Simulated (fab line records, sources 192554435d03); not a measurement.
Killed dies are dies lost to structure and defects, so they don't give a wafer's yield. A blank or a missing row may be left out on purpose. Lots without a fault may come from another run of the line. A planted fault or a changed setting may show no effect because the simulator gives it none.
fab line records | flow n5_finfet
record lots=23 wafers=69 last_day=18
route steps=1938 shown BEOL_M7@1279 BEOL_M8@1368 BEOL_M9@1402
lots that met no fault: from a run of the same line without faults
start_h: hours from the record's first day to the start of the lot's first wafer shown | wait_h: hours since the lot's step before | " the same as in the row above | L1.1+2: a row that stands for several wafers | - no value, or no start given | * or withheld: withheld | < > ~ a bound
route shown NAME@n: a module of which the file shows steps, and the number in the route of the first | usual: mean/standard deviation of fault-free wafers | same: alike in all rows | chamber/n: place in a boat | sites: the reading at each site | _std_site: their standard deviation | _edge_site: outer sites' mean less inner sites' | radius_mm: how far each site lies from the wafer's centre | mask NAME#n: copy n | behind: the tool/chamber that last shaped the wafer | hold: why the lot was held/for how many hours/how that ended | device: the transistor (n, p or np) that didn't switch | end of line: the same wafers' tests at the end of the route | a step without rows: its recipe alone | killed: dies lost to structure and defects at the first sort, not the wafer's yield | map: a wafer's dies, x killed, . not, _ none there
set.NAME: the setting as run; set.NAME@STEP: as run at that earlier step | model.NAME: the simulator's own value behind a step, which no gauge read
steps of the route over a sample of lots; a table a step, a row a wafer
services: from which hour (start_h, from the record's first day; less than 0 if before it) a tool's chamber was out of use, for how many hours, and why
## steps
# step N5_BEOL_M7_DESCUM_16
# recipe chemistry=O2 time_s=7.9 source_power_w=50 bias_power_w=20 pressure_mtorr=20 rf_frequency_hz=2.712e+07 temp_c=40 resist=CAR-ArF o2_flow_sccm=225
# usual drypump_motor_current_A=5.9/0.55 oes_product_au=0.81/0.097 rf_fwd_power_W=49.40/0.22 rf_vpp_V=243.6/1.5 showerhead_plenum_p_Torr=2.11/0.08 throttle_valve_pct=20.37/0.17
# columns lot.wafer tool chamber start_h wait_h drypump_motor_current_A oes_product_au rf_fwd_power_W rf_hours_counter_h rf_vpp_V showerhead_plenum_p_Torr throttle_valve_pct
L074.3 rie_diel-04 1 192.40 0.0 5.4 0.95 49.47 11 245.2 2.13 20.28
L074.4 " 2 " " 6.1 0.70 49.38 230 244.0 2.07 20.60
L074.5 " 3 " " 6.8 0.68 49.10 - 241.3 1.98 20.24
L075.1 rie_diel-01 3 198.88 0.2 6.2 0.76 49.60 115 243.2 2.01 20.20
L075.3 " 0 " " 5.8 0.91 49.40 - 247.9 2.22 20.17
L075.6 " 3 " " 6.2 0.77 49.46 - 242.1 2.01 20.23
L076.1 rie_diel-03 0 208.25 0.0 5.1 0.73 49.18 175 241.1 2.00 20.29
L076.3 " 3 " " 6.4 0.91 49.15 19 244.2 2.24 20.11
L076.4 " 2 " " 5.5 0.73 49.33 194 242.2 2.07 20.52
L079.1 rie_diel-04 3 221.50 1.6 6.8 0.67 49.13 224 241.0 1.98 20.24
L079.4 " 2 " " 6.1 0.70 49.12 240 242.6 2.07 20.59
L079.6 " 2 " " 6.1 0.69 49.47 - 243.8 2.07 20.61
L077.1 rie_diel-04 2 224.79 0.9 6.1 0.69 49.36 241 243.0 2.06 20.59
L077.3 " 3 " " 6.8 0.67 49.05 226 240.4 1.98 20.24
L077.6 " 2 " " 6.1 0.70 49.41 - 242.1 2.06 20.61
L078.1 rie_diel-04 0 225.35 1.3 5.4 0.76 49.77 172 244.6 2.17 20.56
L078.4 " 1 " " 5.4 0.92 49.39 22 242.9 2.13 20.30
L078.5 " 2 " " 6.1 0.69 49.33 - 244.9 2.06 20.62
L080.1 rie_diel-04 2 230.53 0.0 6.1 0.69 49.39 244 243.6 2.06 20.61
L080.3 " 0 " " 5.4 0.77 49.87 174 244.8 2.17 20.55
L080.5 " 0 " " 5.4 0.77 49.83 - 245.2 2.17 20.56
L081.1 rie_diel-03 1 243.65 0.0 6.1 0.72 49.32 163 243.5 2.19 20.59
L081.2 " 0 " " 5.2 0.72 49.42 187 241.8 2.00 20.31
L081.5 " 1 " " 6.1 0.71 49.37 - 243.4 2.19 20.59
L083.4 rie_diel-04 3 257.06 0.0 6.8 0.67 49.03 - 241.4 1.97 20.27
L083.5 " 0 " " 5.4 0.75 49.60 - 244.2 2.16 20.59
L083.6 " 1 " " 5.4 0.89 49.22 - 244.4 2.12 20.32
L084.2 rie_diel-01 0 265.38 0.0 5.8 0.88 49.35 49 244.9 2.21 20.21
L084.4 " 1 " " 4.7 0.91 49.29 24 244.5 2.13 20.37
L084.5 " 1 " " 4.7 0.91 49.24 - 245.6 2.13 20.35
L086.1 rie_diel-01 3 269.91 0.0 6.2 0.76 49.51 135 241.8 2.01 20.23
L086.2 " 0 " " 5.8 0.89 49.60 50 244.8 2.21 20.20
L086.3 " 2 " " 6.5 0.91 49.68 18 243.2 2.06 20.49
L085.2 rie_diel-04 2 274.73 0.2 6.1 0.99 49.46 3 241.8 2.06 20.27
L085.4 " 0 " " 5.4 0.74 49.66 189 243.8 2.16 20.59
L085.6 " 2 " " 6.1 0.99 49.56 - 242.8 2.06 20.27
L087.1 rie_diel-01 3 275.28 0.5 6.2 0.75 49.59 138 243.3 2.00 20.25
L087.2 " 1 " " 4.7 0.90 49.39 27 245.5 2.13 20.35
L087.6 " 3 " " 6.2 0.75 49.47 - 240.2 2.00 20.25
L088.1 rie_diel-04 0 275.29 0.1 5.4 0.74 49.82 189 244.3 2.16 20.59
L088.4 " 2 " " 6.1 0.99 49.24 3 241.9 2.06 20.27
L088.6 " 0 " " 5.4 0.74 49.88 - 244.7 2.16 20.59
L090.3 rie_diel-03 1 292.95 0.0 6.1 0.70 49.11 179 243.8 2.18 20.63
L090.4 " 3 " " 6.4 0.86 49.24 49 244.2 2.23 20.16
L090.5 " 3 " " 6.4 0.85 49.54 - 245.2 2.23 20.16
L089.2 rie_diel-01 0 297.29 0.0 5.9 0.88 49.44 59 245.5 2.21 20.20
L089.3 " 1 " " 4.7 0.88 49.09 34 242.7 2.13 20.38
L089.5 " 3 " " 6.2 0.74 49.44 - 240.5 2.00 20.24
L091.2 rie_diel-03 1 301.06 0.1 6.1 0.71 49.42 181 244.6 2.18 20.62
L091.4 " 1 " " 6.1 0.70 49.41 - 243.9 2.18 20.63
L091.6 " 2 " " 5.4 0.69 49.72 - 244.1 2.06 20.59
L092.2 rie_diel-04 2 304.05 0.0 6.1 0.95 49.28 13 242.8 2.06 20.30
L092.3 " 0 " " 5.4 0.74 49.68 200 243.7 2.16 20.59
L092.5 " 0 " " 5.4 0.75 49.58 - 244.3 2.16 20.61
L093.1 rie_diel-04 1 310.32 0.1 5.4 0.87 49.21 48 242.7 2.12 20.34
L093.4 " 0 " " 5.4 0.72 49.57 - 243.3 2.16 20.58
L093.6 " 2 " " 6.2 0.95 49.26 - 243.2 2.06 20.29
L094.1 rie_diel-03 3 311.22 0.1 6.5 0.85 49.44 55 245.9 2.22 20.18
L094.3 " 2 " " 5.5 0.70 49.48 230 243.6 2.06 20.57
L094.4 " 2 " " 5.5 0.70 49.33 - 243.8 2.06 20.57
L095.2 rie_diel-04 3 329.41 0.0 6.8 0.98 49.21 3 246.0 2.23 19.95
L095.3 " 1 " " 5.4 0.86 49.19 56 243.1 2.12 20.35
L095.4 " 0 " " 5.3 0.73 49.71 209 243.7 2.15 20.62
L096.3 rie_diel-04 0 329.71 0.1 5.3 0.73 49.71 210 243.7 2.15 20.64
L096.4 " 1 " " 5.4 0.85 49.27 56 244.6 2.12 20.34
L096.5 " 0 " " 5.4 0.72 49.83 - 244.9 2.15 20.62
L097.2 rie_diel-01 1 338.84 0.0 4.7 0.86 49.34 46 242.6 2.12 20.40
L097.3 " 3 " " 6.2 0.74 49.49 153 242.5 2.00 20.28
L097.4 " 2 " " 6.5 0.87 49.80 40 242.1 2.05 20.52
# step N5_BEOL_M7_OVL_MEAS_29
# recipe points_per_wafer=522
# usual V6_OVL=-0.9/0.6
# columns lot.wafer tool chamber start_h wait_h V6_OVL[nm]
L074.3 overlay-01 0 193.36 0.0 -0.9
L074.4 " 0 " " -0.7
L074.5 " 0 " " -0.4
L075.1 overlay-02 0 200.08 0.0 0.6
L075.3 " 0 " " -0.8
L075.6 " 0 " " -0.9
L076.1 overlay-02 0 209.38 0.0 -0.6
L076.3 " 0 " " -0.8
L076.4 " 0 " " -1.5
L079.1 overlay-01 0 222.61 0.0 -1.4
L079.4 " 0 " " -1.2
L079.6 " 0 " " -1.7
L077.1 overlay-02 0 225.75 0.0 -1.3
L077.3 " 0 " " -0.7
L077.6 " 0 " " -0.7
L078.1 overlay-02 0 226.74 0.0 -0.9
L078.4 " 0 " " -0.8
L078.5 " 0 " " -1.1
L080.1 overlay-01 0 233.03 0.0 0.5
L080.3 " 0 " " 0.7
L080.5 " 0 " " -1.2
L081.1 overlay-02 0 244.64 0.0 -2.1
L081.2 " 0 " " -1.7
L081.5 " 0 " " -1.6
L083.4 overlay-01 0 258.11 0.0 0.2
L083.5 " 0 " " 0.3
L083.6 " 0 " " -0.3
L084.2 overlay-01 0 268.54 0.0 -1.8
L084.4 " 0 " " -1.7
L084.5 " 0 " " -1.5
L086.1 overlay-02 0 270.70 0.0 -1.4
L086.2 " 0 " " -1.0
L086.3 " 0 " " -0.5
L087.1 overlay-01 0 278.06 0.0 -1.1
L087.2 " 0 " " -1.4
L087.6 " 0 " " -1.0
L085.2 overlay-02 0 278.23 0.0 -0.7
L085.4 " 0 " " -1.2
L085.6 " 0 " " -1.6
L088.1 overlay-01 0 278.39 0.0 -0.4
L088.4 " 0 " " -1.3
L088.6 " 0 " " -1.2
L090.3 overlay-01 0 298.03 0.0 -1.2
L090.4 " 0 " " -1.1
L090.5 " 0 " " -1.3
L089.2 overlay-02 0 298.49 0.0 -1.1
L089.3 " 0 " " -0.5
L089.5 " 0 " " -1.3
L091.2 overlay-01 0 302.50 0.0 -0.8
L091.4 " 0 " " -0.6
L091.6 " 0 " " -1.0
L092.2 overlay-01 0 305.73 0.0 -1.0
L092.3 " 0 " " -2.0
L092.5 " 0 " " -2.4
L093.1 overlay-01 0 312.83 0.0 -1.2
L093.4 " 0 " " -0.9
L093.6 " 0 " " -1.4
L094.1 overlay-01 0 314.90 0.0 -0.9
L094.3 " 0 " " -0.2
L094.4 " 0 " " 0.1
L095.2 overlay-02 0 330.21 0.0 -1.6
L095.3 " 0 " " -0.8
L095.4 " 0 " " -0.8
L096.3 overlay-01 0 330.53 0.0 -0.6
L096.4 " 0 " " -0.4
L096.5 " 0 " " -0.4
L097.2 overlay-01 0 339.84 0.0 -1.3
L097.3 " 0 " " -1.0
L097.4 " 0 " " -0.8
# step N5_BEOL_M7_INSPECT_30
# recipe mode=adi inspect_instrument=brightfield
# usual raw_defect_count=384/88
# columns lot.wafer tool chamber start_h wait_h raw_defect_count
L074.3 defect_inspect-02 - 193.41 0.0 422
L074.4 " - " " 411
L074.5 " - " " 464
L075.1 defect_inspect-02 - 200.14 0.1 376
L075.3 " - " " 323
L075.6 " - " " 308
L076.1 defect_inspect-01 - 209.44 0.1 285
L076.3 " - " " 316
L076.4 " - " " 419
L079.1 defect_inspect-01 - 222.67 0.1 271
L079.4 " - " " 444
L079.6 " - " " 275
L077.1 defect_inspect-02 - 225.81 0.1 389
L077.3 " - " " 373
L077.6 " - " " 372
L078.1 defect_inspect-01 - 226.80 0.1 333
L078.4 " - " " 328
L078.5 " - " " 331
L080.1 defect_inspect-02 - 233.09 0.1 507
L080.3 " - " " 371
L080.5 " - " " 376
L081.1 defect_inspect-02 - 244.70 0.1 392
L081.2 " - " " 407
L081.5 " - " " 276
L083.4 defect_inspect-01 - 258.15 0.0 544
L083.5 " - " " 523
L083.6 " - " " 485
L084.2 defect_inspect-01 - 268.59 0.0 525
L084.4 " - " " 567
L084.5 " - " " 516
L086.1 defect_inspect-01 - 270.76 0.1 452
L086.2 " - " " 346
L086.3 " - " " 264
L087.1 defect_inspect-01 - 278.11 0.1 360
L087.2 " - " " 393
L087.6 " - " " 394
L085.2 defect_inspect-02 - 278.28 0.0 351
L085.4 " - " " 357
L085.6 " - " " 272
L088.1 defect_inspect-01 - 278.45 0.1 455
L088.4 " - " " 430
L088.6 " - " " 432
L090.3 defect_inspect-01 - 298.08 0.0 484
L090.4 " - " " 365
L090.5 " - " " 465
L089.2 defect_inspect-02 - 298.54 0.0 208
L089.3 " - " " 230
L089.5 " - " " 300
L091.2 defect_inspect-01 - 302.55 0.0 406
L091.4 " - " " 411
L091.6 " - " " 389
L092.2 defect_inspect-02 - 305.78 0.0 379
L092.3 " - " " 364
L092.5 " - " " 350
L093.1 defect_inspect-02 - 312.89 0.1 371
L093.4 " - " " 440
L093.6 " - " " 575
L094.1 defect_inspect-01 - 314.96 0.1 396
L094.3 " - " " 375
L094.4 " - " " 445
L095.2 defect_inspect-01 - 330.27 0.0 296
L095.3 " - " " 277
L095.4 " - " " 391
L096.3 defect_inspect-02 - 330.58 0.0 262
L096.4 " - " " 398
L096.5 " - " " 417
L097.2 defect_inspect-02 - 340.09 0.2 361
L097.3 " - " " 367
L097.4 " - " " 508
# step N5_BEOL_M7_ETCH_41
# recipe chemistry=CH3F/O2 target=SiCN target_depth_a=319 taper_deg=2 time_s=57.8 ion_energy_ev=120 mask_material=TiN pressure_mtorr=30 source_w=395 bias_w=75 Ar_flow_sccm=150 CH3F_flow_sccm=30 O2_flow_sccm=20
# usual drypump_motor_current_A=5.8/0.57 oes_product_au=0.79/0.09 rf_fwd_power_W=391.2/1.5 rf_vpp_V=297.6/1.9 showerhead_plenum_p_Torr=2.02/0.078 throttle_valve_pct=16.28/0.19
# columns lot.wafer tool chamber start_h wait_h drypump_motor_current_A oes_product_au rf_fwd_power_W rf_hours_counter_h rf_vpp_V showerhead_plenum_p_Torr throttle_valve_pct
L074.3 rie_diel-03 2 - - 5.4 0.73 388.9 190 296.8 1.99 16.48
L074.4 " 1 " " 6.1 0.74 390.7 145 301.1 2.08 16.40
L074.5 " 3 " " 6.4 0.91 389.7 - 301.0 2.13 15.97
L075.1 rie_diel-03 2 - - 5.5 0.73 392.1 192 296.8 1.99 16.50
L075.3 " 0 " " 5.1 0.73 387.4 173 294.8 1.91 16.20
L075.6 " 1 " " 6.1 0.73 391.8 - 300.3 2.08 16.40
L076.1 rie_diel-04 0 - - 5.4 0.76 395.4 168 299.6 2.08 16.50
L076.3 " 3 " " 6.8 0.67 388.7 222 295.4 1.89 16.23
L076.4 " 2 " " 6.1 0.69 390.6 238 296.9 1.97 16.52
L079.1 rie_diel-03 2 - - 5.5 0.72 391.5 201 295.9 1.99 16.50
L079.4 " 0 " " 5.1 0.73 391.3 180 295.3 1.91 16.21
L079.6 " 0 " " 5.2 0.72 389.0 - 295.7 1.91 16.20
L077.1 rie_diel-04 0 - - 5.4 0.76 392.9 173 298.8 2.08 16.51
L077.3 " 2 " " 6.1 0.70 389.9 242 296.6 1.97 16.52
L077.6 " 0 " " 5.4 0.76 393.8 - 298.4 2.08 16.54
L078.1 rie_diel-04 1 - - 5.4 0.91 391.9 23 298.1 2.05 16.23
L078.4 " 0 " " 5.4 0.76 393.0 173 298.6 2.08 16.52
L078.5 " 2 " " 6.1 0.70 390.3 - 296.8 1.97 16.53
L080.1 rie_diel-03 2 - - 5.5 0.72 392.7 205 295.9 1.99 16.48
L080.3 " 3 " " 6.4 0.88 391.3 30 300.2 2.13 15.97
L080.5 " 0 " " 5.1 0.73 388.6 - 293.9 1.91 16.24
L081.1 rie_diel-03 1 - - 6.1 0.72 391.4 163 298.7 2.08 16.43
L081.2 " 0 " " 5.1 0.72 390.4 188 297.3 1.91 16.22
L081.5 " 3 " " 6.4 0.88 389.9 - 299.6 2.13 16.00
L083.4 rie_diel-03 1 - - 6.1 0.72 390.8 167 298.9 2.07 16.45
L083.5 " 0 " " 5.1 0.71 389.8 - 294.5 1.91 16.23
L083.6 " 3 " " 6.4 0.87 392.3 - 299.9 2.13 15.98
L084.2 rie_diel-01 0 - - 5.9 0.88 392.9 50 300.9 2.11 16.06
L084.4 " 3 " " 6.2 0.75 391.6 135 296.4 1.92 16.19
L084.5 " 0 " " 5.9 0.88 393.7 - 298.9 2.11 16.04
L086.1 rie_diel-03 0 - - 5.1 0.72 389.1 196 294.1 1.91 16.23
L086.2 " 1 " " 6.1 0.71 390.3 170 299.3 2.07 16.44
L086.3 " 2 " " 5.5 0.71 392.6 215 294.9 1.98 16.51
L087.1 rie_diel-03 0 - - 5.1 0.70 390.0 198 295.6 1.91 16.27
L087.2 " 3 " " 6.4 0.85 391.4 43 299.6 2.12 16.01
L087.6 " 2 " " 5.4 0.70 392.4 - 295.3 1.98 16.53
L085.2 rie_diel-04 2 - - 6.1 0.98 393.0 4 297.3 1.97 16.07
L085.4 " 1 " " 5.4 0.89 392.4 37 297.7 2.05 16.27
L085.6 " 1 " " 5.4 0.88 391.9 - 296.7 2.05 16.27
L088.1 rie_diel-04 3 - - 6.8 0.66 389.5 245 295.3 1.89 16.27
L088.4 " 1 " " 5.4 0.88 391.7 37 297.5 2.05 16.26
L088.6 " 2 " " 6.1 0.98 390.6 - 298.2 1.97 16.09
L090.3 rie_diel-01 3 - - 6.2 0.76 392.2 141 296.9 1.92 16.18
L090.4 " 2 " " 6.6 0.90 391.1 27 296.6 1.96 16.28
L090.5 " 0 " " 5.8 0.87 393.1 - 300.7 2.11 16.07
L089.2 rie_diel-01 0 - - 5.9 0.87 391.8 59 300.2 2.11 16.08
L089.3 " 1 " " 4.7 0.89 391.2 35 298.2 2.04 16.27
L089.5 " 3 " " 6.2 0.75 389.1 - 294.9 1.92 16.19
L091.2 rie_diel-03 2 - - 5.5 0.70 391.6 226 296.7 1.98 16.54
L091.4 " 2 " " 5.5 0.71 392.7 - 297.4 1.98 16.53
L091.6 " 1 " " 6.1 0.70 391.3 - 298.7 2.07 16.45
L092.2 rie_diel-03 1 - - 6.1 0.70 391.5 183 298.4 2.07 16.46
L092.3 " 2 " " 5.5 0.71 393.7 228 297.9 1.98 16.53
L092.5 " 2 " " 5.5 0.70 393.6 - 296.6 1.98 16.54
L093.1 rie_diel-04 2 - - 6.1 0.93 392.2 17 298.6 1.96 16.13
L093.4 " 0 " " 5.4 0.73 391.6 - 296.9 2.07 16.57
L093.6 " 2 " " 6.1 0.93 390.3 - 297.4 1.96 16.13
L094.1 rie_diel-01 0 - - 5.8 0.86 391.4 65 300.4 2.11 16.10
L094.3 " 3 " " 6.2 0.75 390.0 147 295.5 1.92 16.19
L094.4 " 1 " " 4.7 0.87 389.7 41 298.2 2.04 16.29
L095.2 rie_diel-04 0 - - 5.4 0.72 392.7 210 300.1 2.07 16.57
L095.3 " 1 " " 5.4 0.86 391.1 57 298.4 2.04 16.31
L095.4 " 3 " " 6.8 0.96 388.8 3 299.9 2.13 15.84
L096.3 rie_diel-01 2 - - 6.5 0.87 390.1 38 296.2 1.96 16.30
L096.4 " 3 " " 6.2 0.75 392.8 151 295.6 1.91 16.20
L096.5 " 1 " " 4.7 0.88 390.9 - 298.1 2.04 16.30
L097.2 rie_diel-03 0 - - 5.1 0.70 390.8 210 293.2 1.90 16.25
L097.3 " 2 " " 5.5 0.69 391.1 239 297.3 1.97 16.57
L097.4 " 3 " " 6.4 0.83 391.7 65 299.2 2.12 16.04
# step N5_BEOL_M8_DESCUM_33
# recipe chemistry=O2 time_s=7 source_power_w=50 bias_power_w=20 pressure_mtorr=20 rf_frequency_hz=2.712e+07 temp_c=40 resist=CAR-EUV o2_flow_sccm=225
# usual drypump_motor_current_A=5.7/0.49 oes_product_au=0.79/0.087 rf_fwd_power_W=49.40/0.27 rf_vpp_V=243.6/1.4 showerhead_plenum_p_Torr=2.12/0.076 throttle_valve_pct=20.42/0.25
# columns lot.wafer tool chamber start_h wait_h drypump_motor_current_A oes_product_au rf_fwd_power_W rf_hours_counter_h rf_vpp_V showerhead_plenum_p_Torr throttle_valve_pct
L074.3 rie_diel-05 3 200.29 0.0 4.9 0.69 49.65 204 244.7 2.15 20.42
L074.4 " 2 " " 5.5 0.91 49.07 18 245.6 2.23 20.27
L074.5 " 3 " " 4.8 0.69 49.64 - 244.2 2.15 20.42
L075.1 rie_diel-02 3 211.64 0.0 5.7 0.67 49.62 247 242.9 2.06 20.49
L075.3 " 0 " " 6.4 0.73 49.25 186 243.2 2.08 20.25
L075.6 " 2 " " 5.9 0.72 49.50 - 243.6 2.17 20.43
L076.1 rie_diel-02 2 220.11 0.1 5.9 0.72 49.54 207 245.5 2.17 20.45
L076.3 " 3 " " 5.7 0.67 49.67 250 242.2 2.06 20.48
L076.4 " 1 " " 6.6 0.80 49.41 94 245.3 2.21 20.20
L079.1 rie_diel-06 1 233.37 0.4 5.9 0.94 49.15 20 246.3 2.22 20.58
L079.4 " 2 " " 5.1 0.70 49.66 205 240.9 2.00 20.87
L079.6 " 0 " " 5.8 0.68 49.53 - 242.8 2.07 20.90
L078.1 rie_diel-05 2 236.81 0.1 5.6 0.88 49.12 31 244.7 2.23 20.27
L078.4 " 3 " " 4.8 0.68 49.64 217 243.7 2.15 20.41
L078.5 " 0 " " 5.9 0.87 48.86 - 240.9 2.04 20.03
L077.1 rie_diel-06 0 236.88 0.1 5.8 0.67 49.65 247 243.5 2.07 20.90
L077.3 " 1 " " 5.9 0.93 49.07 21 244.5 2.22 20.58
L077.6 " 2 " " 5.1 0.69 49.42 - 241.1 2.00 20.87
L080.1 rie_diel-06 1 240.27 0.1 5.9 0.94 49.14 23 246.3 2.22 20.57
L080.3 " 0 " " 5.8 0.68 49.26 249 243.6 2.07 20.87
L080.5 " 3 " " 5.8 0.84 49.46 - 245.0 2.21 20.26
L081.1 rie_diel-02 2 252.93 0.1 5.9 0.71 49.55 220 244.2 2.16 20.46
L081.2 " 0 " " 6.4 0.72 48.87 201 244.1 2.08 20.26
L081.5 " 1 " " 6.6 0.79 49.59 - 244.8 2.20 20.23
L083.4 rie_diel-05 0 268.77 0.2 5.9 0.86 49.03 - 241.2 2.03 20.06
L083.5 " 3 " " 4.8 0.68 49.76 - 244.0 2.14 20.44
L083.6 " 2 " " 5.5 0.86 49.30 - 244.4 2.22 20.30
L084.2 rie_diel-05 3 278.13 0.1 4.9 0.67 49.18 232 245.0 2.14 20.46
L084.4 " 2 " " 5.6 0.87 49.29 47 245.4 2.22 20.30
L084.5 " 3 " " 4.9 0.68 49.36 - 245.6 2.14 20.44
L086.1 rie_diel-02 0 280.33 0.1 6.3 0.72 49.28 210 241.8 2.07 20.28
L086.2 " 2 " " 5.9 0.70 49.61 229 243.6 2.16 20.47
L086.3 " 3 " " 5.7 0.93 49.70 15 243.3 2.05 20.12
L085.2 rie_diel-02 3 287.31 0.0 5.8 0.92 49.20 17 242.8 2.05 20.13
L085.4 " 1 " " 6.6 0.78 49.61 118 244.7 2.20 20.25
L085.6 " 2 " " 5.9 0.69 49.66 - 244.3 2.16 20.48
L087.1 rie_diel-05 1 287.64 0.0 5.2 0.78 49.84 113 244.2 2.11 20.75
L087.2 " 0 " " 5.9 0.85 48.73 64 242.9 2.03 20.06
L087.6 " 0 " " 5.9 0.85 49.06 - 242.5 2.03 20.05
L088.1 rie_diel-06 0 287.91 0.1 5.8 0.93 49.58 7 243.1 2.06 20.53
L088.4 " 2 " " 5.1 0.68 49.39 229 241.3 1.99 20.89
L088.6 " 1 " " 5.9 0.89 49.12 - 245.6 2.21 20.60
L090.3 rie_diel-05 2 306.20 0.6 5.5 0.84 49.11 56 245.4 2.22 20.31
L090.4 " 3 " " 4.8 0.65 49.43 - 243.5 2.14 20.46
L090.5 " 1 " " 5.2 0.77 49.57 - 243.6 2.10 20.77
L089.2 rie_diel-06 2 306.23 0.6 5.1 0.67 49.55 237 242.0 1.99 20.92
L089.3 " 1 " " 5.9 0.87 48.71 50 245.4 2.21 20.62
L089.5 " 3 " " 5.7 0.80 49.49 - 244.7 2.20 20.29
L091.2 rie_diel-05 3 312.37 0.0 4.8 0.67 49.67 244 243.7 2.14 20.48
L091.4 " 2 " " 5.5 0.83 49.48 59 244.9 2.22 20.32
L091.6 " 2 " " 5.6 0.84 49.16 - 244.7 2.22 20.32
L092.2 rie_diel-06 2 312.54 0.1 5.1 0.67 49.78 239 240.6 1.99 20.92
L092.3 " 1 " " 5.9 0.86 49.29 53 243.4 2.20 20.62
L092.5 " 2 " " 5.1 0.67 49.86 - 241.1 1.99 20.92
L093.1 rie_diel-06 1 323.58 0.0 5.9 0.87 48.99 57 245.5 2.20 20.63
L093.4 " 2 " " 5.1 0.68 49.66 - 241.8 1.99 20.93
L093.6 " 0 " " 5.8 0.89 49.57 - 241.7 2.06 20.55
L094.1 rie_diel-02 3 325.45 0.3 5.7 0.91 49.39 32 242.5 2.05 20.16
L094.3 " 1 " " 6.6 0.77 49.75 131 245.8 2.20 20.27
L094.4 " 2 " " 5.9 0.69 49.55 246 244.0 2.16 20.49
L096.3 rie_diel-05 2 339.70 0.0 5.6 0.81 49.33 70 244.6 2.21 20.34
L096.4 " 0 " " 5.9 0.83 48.90 - 240.6 2.02 20.09
L096.5 " 1 " " 5.2 0.77 49.45 - 242.8 2.10 20.76
L095.2 rie_diel-05 2 340.12 0.0 5.6 0.82 49.29 70 245.0 2.21 20.35
L095.3 " 0 " " 5.9 0.84 49.00 81 242.2 2.03 20.10
L095.4 " 1 " " 5.2 0.76 49.61 - 241.9 2.10 20.79
L097.2 rie_diel-02 3 349.56 0.0 5.7 0.88 49.21 42 243.1 2.04 20.16
L097.3 " 1 " " 6.6 0.75 49.61 141 244.5 2.19 20.27
L097.4 " 3 " " 5.8 0.88 49.37 - 241.4 2.04 20.18
# step N5_BEOL_M9_CURE_71
# recipe temp_c=385 time_s=240 ambient=He/Ar material=SiCOH_lowk
# usual lamp_power_pct=52.31/0.048 wafer_temp_C_max=386.3/0.37
# columns lot.wafer tool chamber start_h wait_h lamp_power_pct wafer_temp_C_max
L074.3 uv_cure-03 2 204.24 0.5 52.31 385.7
L074.4 " 2 " " 52.39 385.9
L074.5 " 2 " " 52.34 386.3
L075.1 uv_cure-02 1 214.87 0.1 52.34 386.1
L075.3 " 1 " " 52.21 386.1
L075.6 " 1 " " 52.27 386.1
L076.1 uv_cure-02 1 224.45 0.1 52.28 386.4
L076.3 " 1 " " 52.38 386.3
L076.4 " 1 " " 52.27 386.5
L079.1 uv_cure-03 2 237.38 0.0 52.30 386.3
L079.4 " 2 " " 52.43 386.2
L079.6 " 2 " " 52.28 386.4
L077.1 uv_cure-03 1 240.00 0.0 52.23 385.7
L077.3 " 1 " " 52.32 386.3
L077.6 " 1 " " 52.34 385.7
L078.1 uv_cure-01 1 240.31 0.1 52.31 385.7
L078.4 " 1 " " 52.34 385.8
L078.5 " 1 " " 52.30 385.8
L080.1 uv_cure-02 0 244.88 0.0 52.24 385.8
L080.3 " 0 " " 52.30 386.0
L080.5 " 0 " " 52.42 386.1
L081.1 uv_cure-01 2 257.23 0.0 52.31 386.3
L081.2 " 2 " " 52.27 386.5
L081.5 " 2 " " 52.25 386.2
L083.4 uv_cure-02 2 273.23 0.3 52.32 386.2
L083.5 " 2 " " 52.32 386.4
L083.6 " 2 " " 52.26 386.9
L084.2 uv_cure-02 2 281.93 0.4 52.28 386.6
L084.4 " 2 " " 52.34 386.4
L084.5 " 2 " " 52.36 386.5
L086.1 uv_cure-01 0 283.78 0.3 52.39 387.0
L086.2 " 0 " " 52.36 387.4
L086.3 " 0 " " 52.36 387.1
L085.2 uv_cure-03 2 290.84 0.1 52.31 386.8
L085.4 " 2 " " 52.31 386.0
L085.6 " 2 " " 52.33 386.0
L087.1 uv_cure-03 2 291.44 0.0 52.35 386.0
L087.2 " 2 " " 52.30 386.1
L087.6 " 2 " " 52.34 386.0
L088.1 uv_cure-03 0 292.11 0.0 52.37 386.7
L088.4 " 0 " " 52.21 386.3
L088.6 " 0 " " 52.40 386.6
L089.2 uv_cure-03 1 309.70 0.1 52.41 386.3
L089.3 " 1 " " 52.29 386.3
L089.5 " 1 " " 52.25 386.3
L090.3 uv_cure-02 2 310.29 0.4 52.32 386.3
L090.4 " 2 " " 52.29 386.0
L090.5 " 2 " " 52.36 386.5
L092.2 uv_cure-02 1 315.93 0.2 52.30 386.9
L092.3 " 1 " " 52.33 386.2
L092.5 " 1 " " 52.38 386.4
L091.2 uv_cure-03 0 316.18 0.1 52.30 386.7
L091.4 " 0 " " 52.34 386.8
L091.6 " 0 " " 52.38 387.2
L093.1 uv_cure-03 1 326.52 0.0 52.38 385.9
L093.4 " 1 " " 52.30 386.1
L093.6 " 1 " " 52.34 386.3
L094.1 uv_cure-02 2 329.57 0.0 52.33 386.1
L094.3 " 2 " " 52.30 386.1
L094.4 " 2 " " 52.29 386.2
L096.3 uv_cure-01 1 342.55 0.2 52.36 386.1
L096.4 " 1 " " 52.32 386.2
L096.5 " 1 " " 52.26 386.2
L095.2 uv_cure-01 1 344.00 0.1 52.34 386.0
L095.3 " 1 " " 52.35 385.9
L095.4 " 1 " " 52.20 386.3
L097.2 uv_cure-01 2 352.80 0.1 52.29 386.2
L097.3 " 2 " " 52.27 386.2
L097.4 " 2 " " 52.31 386.4
## services
# columns tool chamber start_h hours kind
uv_cure-03 - 172.13 2.5 repair
rie_diel-03 1 175.27 12.3 repair
rie_diel-04 3 193.45 8.9 repair
uv_cure-01 - 193.57 1.0 repair
rie_diel-06 0 200.31 15.8 repair
rie_diel-04 - 211.67 2.8 pm
uv_cure-01 - 216.77 2.1 pm
rie_diel-01 - 217.33 9.7 repair
rie_diel-04 - 217.33 2.1 repair
rie_diel-01 - 229.97 2.8 pm
rie_diel-04 1 239.23 6.4 repair
rie_diel-04 2 247.20 - clean
rie_diel-04 2 247.20 - consumable_replace:focus_ring
rie_diel-04 2 247.20 17.3 scheduled_down
rie_diel-04 2 247.20 17.3 vent_cycle
uv_cure-03 - 274.22 11.7 repair
rie_diel-01 3 284.47 7.4 repair
rie_diel-04 3 295.36 - clean
rie_diel-04 3 295.36 - consumable_replace:focus_ring
rie_diel-04 3 295.36 - consumable_replace:showerhead
rie_diel-04 3 295.36 27.3 scheduled_down
rie_diel-04 3 295.36 27.3 vent_cycle
rie_diel-05 0 304.59 5.7 repair
rie_diel-06 3 310.47 18.0 repair
## key
fault none
